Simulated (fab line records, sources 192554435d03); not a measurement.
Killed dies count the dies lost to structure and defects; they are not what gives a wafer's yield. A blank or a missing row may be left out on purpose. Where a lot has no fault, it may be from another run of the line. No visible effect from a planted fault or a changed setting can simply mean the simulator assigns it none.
Which tool was responsible? :: flow n5-finfet :: 10 lots, 25 wafers sampled, at 5 steps of a route of 1938

## WHAT THE GAUGES SHOWED, per wafer
No reading from a measuring or inspecting step in the record can be judged against a usual standard deviation.

## WHICH TOOL RAN EACH LOT (tool, then ch and the chambers of the sampled wafers, then the start)
lot: L182
N5_BEOL_M8_ETCH_61: rie-diel-06 ch 0,1,3, day 9 13:51
N5_BEOL_M8_ETCH_65: rie-diel-06 ch 0,2,3, day 9 15:47
N5_BEOL_M8_ETCH_66: rie-diel-06 ch 0,2,3, day 9 15:49
N5_BEOL_M8_STRIP_36: rie-diel-06 ch 0,2,3, day 9 15:58
N5_PASSIVATION_PROBE_49: prober-02, day 12 10:02

lot: L183
N5_BEOL_M8_ETCH_61: rie-diel-05 ch 1,2, day 9 19:15
N5_BEOL_M8_ETCH_65: rie-diel-05 ch 0,3, day 9 20:38
N5_BEOL_M8_ETCH_66: rie-diel-05 ch 0,3, day 9 20:40
N5_BEOL_M8_STRIP_36: rie-diel-05 ch 0,3, day 9 20:49
N5_PASSIVATION_PROBE_49: prober-01, day 12 19:40

lot: L181
N5_BEOL_M8_ETCH_61: rie-diel-05 ch 0,1,3, day 10 08:54
N5_BEOL_M8_ETCH_65: rie-diel-05 ch 0,3, day 10 10:54
N5_BEOL_M8_ETCH_66: rie-diel-05 ch 0,3, day 10 10:55
N5_BEOL_M8_STRIP_36: rie-diel-05 ch 0,3, day 10 11:05
N5_PASSIVATION_PROBE_49: prober-02, day 13 01:43

lot: L186
N5_BEOL_M8_ETCH_61: rie-diel-03 ch 1,2, day 10 10:34
N5_BEOL_M8_ETCH_65: rie-diel-03 ch 0,3, day 10 13:35
N5_BEOL_M8_ETCH_66: rie-diel-03 ch 0,3, day 10 13:37
N5_BEOL_M8_STRIP_36: rie-diel-03 ch 0,3, day 10 13:46
N5_PASSIVATION_PROBE_49: prober-02, day 13 06:14

lot: L189
N5_BEOL_M8_ETCH_61: rie-diel-05 ch 2,3, day 11 08:19
N5_BEOL_M8_ETCH_65: rie-diel-05 ch 0,1, day 11 09:17
N5_BEOL_M8_ETCH_66: rie-diel-05 ch 0,1, day 11 09:19
N5_BEOL_M8_STRIP_36: rie-diel-05 ch 0,1, day 11 09:28
N5_PASSIVATION_PROBE_49: prober-01, day 14 02:40

lot: L197
N5_BEOL_M8_ETCH_61: rie-diel-06 ch 0, day 13 20:53
N5_BEOL_M8_ETCH_65: rie-diel-06 ch 0, day 14 01:11
N5_BEOL_M8_ETCH_66: rie-diel-06 ch 0, day 14 01:13
N5_BEOL_M8_STRIP_36: rie-diel-06 ch 0, day 14 01:22
N5_PASSIVATION_PROBE_49: prober-02, day 16 12:25

lot: L199
N5_BEOL_M8_ETCH_61: rie-diel-06 ch 1,2, day 14 03:11
N5_BEOL_M8_ETCH_65: rie-diel-05 ch 0,2,3, day 14 05:01
N5_BEOL_M8_ETCH_66: rie-diel-05 ch 0,2,3, day 14 05:02
N5_BEOL_M8_STRIP_36: rie-diel-05 ch 0,2,3, day 14 05:11
N5_PASSIVATION_PROBE_49: prober-01, day 16 13:14

lot: L202
N5_BEOL_M8_ETCH_61: rie-diel-05 ch 1,2, day 14 13:58
N5_BEOL_M8_ETCH_65: rie-diel-05 ch 0,1, day 14 15:50
N5_BEOL_M8_ETCH_66: rie-diel-05 ch 0,1, day 14 15:52
N5_BEOL_M8_STRIP_36: rie-diel-05 ch 0,1, day 14 16:01
N5_PASSIVATION_PROBE_49: prober-02, day 17 06:44

lot: L204
N5_BEOL_M8_ETCH_61: rie-diel-05 ch 1,2, day 14 20:16
N5_BEOL_M8_ETCH_65: rie-diel-05 ch 0,2, day 15 00:02
N5_BEOL_M8_ETCH_66: rie-diel-05 ch 0,2, day 15 00:06
N5_BEOL_M8_STRIP_36: rie-diel-05 ch 0,2, day 15 00:14
N5_PASSIVATION_PROBE_49: prober-02, day 18 00:57

lot: L203
N5_BEOL_M8_ETCH_61: rie-diel-03 ch 1,2,3, day 14 22:05
N5_BEOL_M8_ETCH_65: rie-diel-05 ch 0,1, day 15 00:50
N5_BEOL_M8_ETCH_66: rie-diel-05 ch 0,1, day 15 00:51
N5_BEOL_M8_STRIP_36: rie-diel-05 ch 0,1, day 15 01:01
N5_PASSIVATION_PROBE_49: prober-02, day 17 23:10
- N5_BEOL_M8_ETCH_61: etches SiARC in CF4, target depth 45.5 nm, time 75.8 s.
- N5_BEOL_M8_ETCH_65: etches SiARC in CF4, target depth 15.6 nm, time 26 s.
- N5_BEOL_M8_ETCH_66: etches SOC in N2/H2, target depth 80 nm, overetch 16 nm, time 120 s.
- N5_BEOL_M8_STRIP_36: strips in N2/H2.
- N5_PASSIVATION_PROBE_49

## WHAT THE TOOLS THEMSELVES READ (means of the sampled wafers that have a number; where no wafer has one, the mark that the record gives instead)
N5_BEOL_M8_ETCH_61.
lot: L182
tool: rie-diel-06
drypump-motor-current-A (A): 5.3
etch-rf-on-time-s (s): 76.8
oes-product-au (a.u.): 0.63
rf-vpp-V (V): 184.8
showerhead-plenum-p-Torr (Torr): 2.17
throttle-valve-pct (%): 15.75

lot: L183
tool: rie-diel-05
drypump-motor-current-A (A): 4.9
etch-rf-on-time-s (s): 76.4
oes-product-au (a.u.): 0.67
rf-vpp-V (V): 183.4
showerhead-plenum-p-Torr (Torr): 2.10
throttle-valve-pct (%): 15.56

lot: L181
tool: rie-diel-05
drypump-motor-current-A (A): 5.7
etch-rf-on-time-s (s): 77.9
oes-product-au (a.u.): 0.67
rf-vpp-V (V): 184.0
showerhead-plenum-p-Torr (Torr): 2.13
throttle-valve-pct (%): 15.65

lot: L186
tool: rie-diel-03
drypump-motor-current-A (A): 5.8
etch-rf-on-time-s (s): 75.2
oes-product-au (a.u.): 0.75
rf-vpp-V (V): 183.6
showerhead-plenum-p-Torr (Torr): 2.12
throttle-valve-pct (%): 15.35

lot: L189
tool: rie-diel-05
drypump-motor-current-A (A): 5.4
etch-rf-on-time-s (s): 76.8
oes-product-au (a.u.): 0.60
rf-vpp-V (V): 183.6
showerhead-plenum-p-Torr (Torr): 2.08
throttle-valve-pct (%): 15.83

lot: L197
tool: rie-diel-06
drypump-motor-current-A (A): 5.2
etch-rf-on-time-s (s): 73.9
oes-product-au (a.u.): 0.70
rf-vpp-V (V): 185.4
showerhead-plenum-p-Torr (Torr): 2.18
throttle-valve-pct (%): 15.38

lot: L199
tool: rie-diel-06
drypump-motor-current-A (A): 5.1
etch-rf-on-time-s (s): 76.2
oes-product-au (a.u.): 0.74
rf-vpp-V (V): 183.1
showerhead-plenum-p-Torr (Torr): 2.10
throttle-valve-pct (%): 15.60

lot: L202
tool: rie-diel-05
drypump-motor-current-A (A): 5.0
etch-rf-on-time-s (s): 77.1
oes-product-au (a.u.): 0.65
rf-vpp-V (V): 183.7
showerhead-plenum-p-Torr (Torr): 2.11
throttle-valve-pct (%): 15.58

lot: L204
tool: rie-diel-05
drypump-motor-current-A (A): 4.9
etch-rf-on-time-s (s): 75.8
oes-product-au (a.u.): 0.63
rf-vpp-V (V): 185.1
showerhead-plenum-p-Torr (Torr): 2.09
throttle-valve-pct (%): 15.66

lot: L203
tool: rie-diel-03
drypump-motor-current-A (A): 5.7
etch-rf-on-time-s (s): 75.8
oes-product-au (a.u.): 0.71
rf-vpp-V (V): 184.0
showerhead-plenum-p-Torr (Torr): 2.13
throttle-valve-pct (%): 15.45

N5_BEOL_M8_ETCH_65.
lot: L182
tool: rie-diel-06
drypump-motor-current-A (A): 4.9
etch-rf-on-time-s (s): 25.9
oes-product-au (a.u.): 0.71
rf-vpp-V (V): 185.4
showerhead-plenum-p-Torr (Torr): 2.17
throttle-valve-pct (%): 15.57

lot: L183
tool: rie-diel-05
drypump-motor-current-A (A): 6.0
etch-rf-on-time-s (s): 26.8
oes-product-au (a.u.): 0.66
rf-vpp-V (V): 183.6
showerhead-plenum-p-Torr (Torr): 2.11
throttle-valve-pct (%): 15.77

lot: L181
tool: rie-diel-05
drypump-motor-current-A (A): 5.9
etch-rf-on-time-s (s): 26.2
oes-product-au (a.u.): 0.68
rf-vpp-V (V): 183.8
showerhead-plenum-p-Torr (Torr): 2.10
throttle-valve-pct (%): 15.77

lot: L186
tool: rie-diel-03
drypump-motor-current-A (A): 5.9
etch-rf-on-time-s (s): 26.7
oes-product-au (a.u.): 0.80
rf-vpp-V (V): 183.8
showerhead-plenum-p-Torr (Torr): 2.16
throttle-valve-pct (%): 15.59

lot: L189
tool: rie-diel-05
drypump-motor-current-A (A): 5.5
etch-rf-on-time-s (s): 28.6
oes-product-au (a.u.): 0.67
rf-vpp-V (V): 184.2
showerhead-plenum-p-Torr (Torr): 2.12
throttle-valve-pct (%): 15.58

lot: L197
tool: rie-diel-06
drypump-motor-current-A (A): 5.3
etch-rf-on-time-s (s): 25.4
oes-product-au (a.u.): 0.71
rf-vpp-V (V): 183.8
showerhead-plenum-p-Torr (Torr): 2.18
throttle-valve-pct (%): 15.39

lot: L199
tool: rie-diel-05
drypump-motor-current-A (A): 5.6
etch-rf-on-time-s (s): 26.5
oes-product-au (a.u.): 0.62
rf-vpp-V (V): 183.5
showerhead-plenum-p-Torr (Torr): 2.07
throttle-valve-pct (%): 15.83

lot: L202
tool: rie-diel-05
drypump-motor-current-A (A): 5.4
etch-rf-on-time-s (s): 26.3
oes-product-au (a.u.): 0.67
rf-vpp-V (V): 183.6
showerhead-plenum-p-Torr (Torr): 2.13
throttle-valve-pct (%): 15.58

lot: L204
tool: rie-diel-05
drypump-motor-current-A (A): 5.3
etch-rf-on-time-s (s): 25.6
oes-product-au (a.u.): 0.65
rf-vpp-V (V): 182.9
showerhead-plenum-p-Torr (Torr): 2.05
throttle-valve-pct (%): 15.79

lot: L203
tool: rie-diel-05
drypump-motor-current-A (A): 5.6
etch-rf-on-time-s (s): 26.2
oes-product-au (a.u.): 0.68
rf-vpp-V (V): 183.5
showerhead-plenum-p-Torr (Torr): 2.10
throttle-valve-pct (%): 15.68

N5_BEOL_M8_ETCH_66.
lot: L182
tool: rie-diel-06
drypump-motor-current-A (A): 4.9
oes-product-au (a.u.): 0.64
rf-vpp-V (V): 523.9
showerhead-plenum-p-Torr (Torr): 2.57
throttle-valve-pct (%): 17.77

lot: L183
tool: rie-diel-05
drypump-motor-current-A (A): 6.0
oes-product-au (a.u.): 0.60
rf-vpp-V (V): 523.0
showerhead-plenum-p-Torr (Torr): 2.50
throttle-valve-pct (%): 17.91

lot: L181
tool: rie-diel-05
drypump-motor-current-A (A): 6.0
oes-product-au (a.u.): 0.61
rf-vpp-V (V): 522.6
showerhead-plenum-p-Torr (Torr): 2.47
throttle-valve-pct (%): 17.84

lot: L186
tool: rie-diel-03
drypump-motor-current-A (A): 5.9
oes-product-au (a.u.): 0.72
rf-vpp-V (V): 522.3
showerhead-plenum-p-Torr (Torr): 2.56
throttle-valve-pct (%): 17.89

lot: L189
tool: rie-diel-05
drypump-motor-current-A (A): 5.5
oes-product-au (a.u.): 0.63
rf-vpp-V (V): 523.2
showerhead-plenum-p-Torr (Torr): 2.51
throttle-valve-pct (%): 17.68

lot: L197
tool: rie-diel-06
drypump-motor-current-A (A): 5.2
oes-product-au (a.u.): 0.63
rf-vpp-V (V): 524.9
showerhead-plenum-p-Torr (Torr): 2.58
throttle-valve-pct (%): 17.69

lot: L199
tool: rie-diel-05
drypump-motor-current-A (A): 5.6
oes-product-au (a.u.): 0.55
rf-vpp-V (V): 521.7
showerhead-plenum-p-Torr (Torr): 2.45
throttle-valve-pct (%): 17.96

lot: L202
tool: rie-diel-05
drypump-motor-current-A (A): 5.4
oes-product-au (a.u.): 0.61
rf-vpp-V (V): 523.9
showerhead-plenum-p-Torr (Torr): 2.52
throttle-valve-pct (%): 17.72

lot: L204
tool: rie-diel-05
drypump-motor-current-A (A): 5.4
oes-product-au (a.u.): 0.57
rf-vpp-V (V): 521.6
showerhead-plenum-p-Torr (Torr): 2.42
throttle-valve-pct (%): 17.85

lot: L203
tool: rie-diel-05
drypump-motor-current-A (A): 5.6
oes-product-au (a.u.): 0.61
rf-vpp-V (V): 522.2
showerhead-plenum-p-Torr (Torr): 2.48
throttle-valve-pct (%): 17.74

N5_BEOL_M8_STRIP_36.
lot: L182
tool: rie-diel-06
drypump-motor-current-A (A): 4.9
oes-product-au (a.u.): 0.84
rf-vpp-V (V): 58.6
showerhead-plenum-p-Torr (Torr): 2.56
throttle-valve-pct (%): 23.62

lot: L183
tool: rie-diel-05
drypump-motor-current-A (A): 6.0
oes-product-au (a.u.): 0.77
rf-vpp-V (V): 58.6
showerhead-plenum-p-Torr (Torr): 2.49
throttle-valve-pct (%): 23.65

lot: L181
tool: rie-diel-05
drypump-motor-current-A (A): 6.0
oes-product-au (a.u.): 0.79
rf-vpp-V (V): 58.8
showerhead-plenum-p-Torr (Torr): 2.47
throttle-valve-pct (%): 23.53

lot: L186
tool: rie-diel-03
drypump-motor-current-A (A): 5.9
oes-product-au (a.u.): 0.97
rf-vpp-V (V): 57.3
showerhead-plenum-p-Torr (Torr): 2.56
throttle-valve-pct (%): 23.91

lot: L189
tool: rie-diel-05
drypump-motor-current-A (A): 5.5
oes-product-au (a.u.): 0.82
rf-vpp-V (V): 59.9
showerhead-plenum-p-Torr (Torr): 2.51
throttle-valve-pct (%): 23.40

lot: L197
tool: rie-diel-06
drypump-motor-current-A (A): 5.3
oes-product-au (a.u.): 0.82
rf-vpp-V (V): 60.7
showerhead-plenum-p-Torr (Torr): 2.58
throttle-valve-pct (%): 23.70

lot: L199
tool: rie-diel-05
drypump-motor-current-A (A): 5.6
oes-product-au (a.u.): 0.73
rf-vpp-V (V): 59.8
showerhead-plenum-p-Torr (Torr): 2.45
throttle-valve-pct (%): 23.72

lot: L202
tool: rie-diel-05
drypump-motor-current-A (A): 5.4
oes-product-au (a.u.): 0.78
rf-vpp-V (V): 60.1
showerhead-plenum-p-Torr (Torr): 2.52
throttle-valve-pct (%): 23.49

lot: L204
tool: rie-diel-05
drypump-motor-current-A (A): 5.3
oes-product-au (a.u.): 0.74
rf-vpp-V (V): 57.5
showerhead-plenum-p-Torr (Torr): 2.41
throttle-valve-pct (%): 23.54

lot: L203
tool: rie-diel-05
drypump-motor-current-A (A): 5.6
oes-product-au (a.u.): 0.81
rf-vpp-V (V): 60.5
showerhead-plenum-p-Torr (Torr): 2.47
throttle-valve-pct (%): 23.41

N5_PASSIVATION_PROBE_49.
lot: L182
tool: prober-02
defect-limited-yield (%): 92.5
killed_at_M0_to_M3: 35
killed_at_M4_up: 18
killed-at-contacts: 10
killed-at-front-end: 23
killed-at-other: 1.7
killed-dies: 89
killed-on-rim: 12
killed-open: 60
killed-short: 27
sort_bin_4_leakage (%): 0.00
sort_bin_5_function (%): 4.7
sort_bin_6_memory (%): 2.5
sort_bin_8_speed (%): 0.03
sort-n-pass: 1091
sort-yield-pct (%): 92.5

lot: L183
tool: prober-01
defect-limited-yield (%): 90.0
killed_at_M0_to_M3: 34
killed_at_M4_up: 20
killed-at-contacts: 17
killed-at-front-end: 41
killed-at-other: 5.5
killed-dies: 118
killed-on-rim: 14
killed-open: 80
killed-short: 37
sort_bin_4_leakage (%): 0.09
sort_bin_5_function (%): 5.8
sort_bin_6_memory (%): 3.8
sort_bin_8_speed (%): 0.00
sort-n-pass: 1062
sort-yield-pct (%): 89.9

lot: L181
tool: prober-02
defect-limited-yield (%): 91.0
killed_at_M0_to_M3: 25
killed_at_M4_up: 19
killed-at-contacts: 21
killed-at-front-end: 37
killed-at-other: 4.0
killed-dies: 107
killed-on-rim: 13
killed-open: 76
killed-short: 29
sort_bin_4_leakage (%): 0.00
sort_bin_5_function (%): 4.9
sort_bin_6_memory (%): 3.7
sort_bin_8_speed (%): 0.00
sort-n-pass: 1073
sort-yield-pct (%): 91.0

lot: L186
tool: prober-02
defect-limited-yield (%): 90.5
killed_at_M0_to_M3: 32
killed_at_M4_up: 14
killed-at-contacts: 11
killed-at-front-end: 52
killed-at-other: 3.5
killed-dies: 112
killed-on-rim: 12
killed-open: 80
killed-short: 30
sort_bin_4_leakage (%): 0.00
sort_bin_5_function (%): 5.8
sort_bin_6_memory (%): 3.2
sort_bin_8_speed (%): 0.00
sort-n-pass: 1068
sort-yield-pct (%): 90.5

lot: L189
tool: prober-01
defect-limited-yield (%): 91.3
killed_at_M0_to_M3: 30
killed_at_M4_up: 13
killed-at-contacts: 20
killed-at-front-end: 35
killed-at-other: 4.0
killed-dies: 102
killed-on-rim: 14
killed-open: 66
killed-short: 36
sort_bin_4_leakage (%): 0.00
sort_bin_5_function (%): 5.1
sort_bin_6_memory (%): 3.3
sort_bin_8_speed (%): 0.00
sort-n-pass: 1078
sort-yield-pct (%): 91.3

lot: L197
tool: prober-02
defect-limited-yield (%): 91.7
killed_at_M0_to_M3: 32
killed_at_M4_up: 10
killed-at-contacts: 7
killed-at-front-end: 49
killed-at-other: 0.0
killed-dies: 98
killed-on-rim: 12
killed-open: 66
killed-short: 32
sort_bin_4_leakage (%): 0.00
sort_bin_5_function (%): 5.2
sort_bin_6_memory (%): 3.0
sort_bin_8_speed (%): 0.00
sort-n-pass: 1082
sort-yield-pct (%): 91.7

lot: L199
tool: prober-01
defect-limited-yield (%): 91.4
killed_at_M0_to_M3: 37
killed_at_M4_up: 9
killed-at-contacts: 10
killed-at-front-end: 41
killed-at-other: 3.7
killed-dies: 101
killed-on-rim: 11
killed-open: 67
killed-short: 33
sort_bin_4_leakage (%): 0.00
sort_bin_5_function (%): 4.7
sort_bin_6_memory (%): 3.5
sort_bin_8_speed (%): 0.00
sort-n-pass: 1079
sort-yield-pct (%): 91.4

lot: L202
tool: prober-02
defect-limited-yield (%): 90.9
killed_at_M0_to_M3: 36
killed_at_M4_up: 9
killed-at-contacts: 14
killed-at-front-end: 42
killed-at-other: 5.0
killed-dies: 107
killed-on-rim: 16
killed-open: 68
killed-short: 36
sort_bin_4_leakage (%): 0.00
sort_bin_5_function (%): 5.0
sort_bin_6_memory (%): 3.8
sort_bin_8_speed (%): 0.03
sort-n-pass: 1073
sort-yield-pct (%): 90.9

lot: L204
tool: prober-02
defect-limited-yield (%): 92.4
killed_at_M0_to_M3: 44
killed_at_M4_up: 8
killed-at-contacts: 14
killed-at-front-end: 22
killed-at-other: 3.0
killed-dies: 90
killed-on-rim: 9
killed-open: 64
killed-short: 25
sort_bin_4_leakage (%): 0.12
sort_bin_5_function (%): 4.0
sort_bin_6_memory (%): 3.4
sort_bin_8_speed (%): 0.00
sort-n-pass: 1088
sort-yield-pct (%): 92.2

lot: L203
tool: prober-02
defect-limited-yield (%): 90.2
killed_at_M0_to_M3: 33
killed_at_M4_up: 14
killed-at-contacts: 21
killed-at-front-end: 45
killed-at-other: 2.7
killed-dies: 115
killed-on-rim: 16
killed-open: 73
killed-short: 36
sort_bin_4_leakage (%): 0.00
sort_bin_5_function (%): 5.4
sort_bin_6_memory (%): 3.6
sort_bin_8_speed (%): 0.03
sort-n-pass: 1065
sort-yield-pct (%): 90.2

## THE ANSWER, worked out from the rows above alone
Rule: usual is defined by the lots themselves. The widest of any qualifying gaps counts: lots, ordered by their means at a reading, are off when they make up no more than a third of the lots, leave a main group of 4 or more, and stand apart from it by 3 or more times the standard deviation of that group's means. The tables above print the reading to a certain number of digits; a main group whose means all agree to those digits is not used. Also off: a lot with no number at a reading for which 4 or more lots have one. All remaining lots with rows at the step are treated as sound. First the gauges in route order, then the tools' own readings, where a lot's mean is used as printed above. The first step at which some lot is off is used, and at that step the reading that is off furthest; a lot without a number counts as furthest.
Off at N5_BEOL_M8_ETCH_65 (etch-rf-on-time-s): L189. The main group: mean 26.2 s, standard deviation 0.45.
A tool fits if, at that step or a process step before it, it ran every lot that is off, and no sound lot after the first of them. None of those tried fits.

## WHAT THE SIMULATOR HAD INSERTED
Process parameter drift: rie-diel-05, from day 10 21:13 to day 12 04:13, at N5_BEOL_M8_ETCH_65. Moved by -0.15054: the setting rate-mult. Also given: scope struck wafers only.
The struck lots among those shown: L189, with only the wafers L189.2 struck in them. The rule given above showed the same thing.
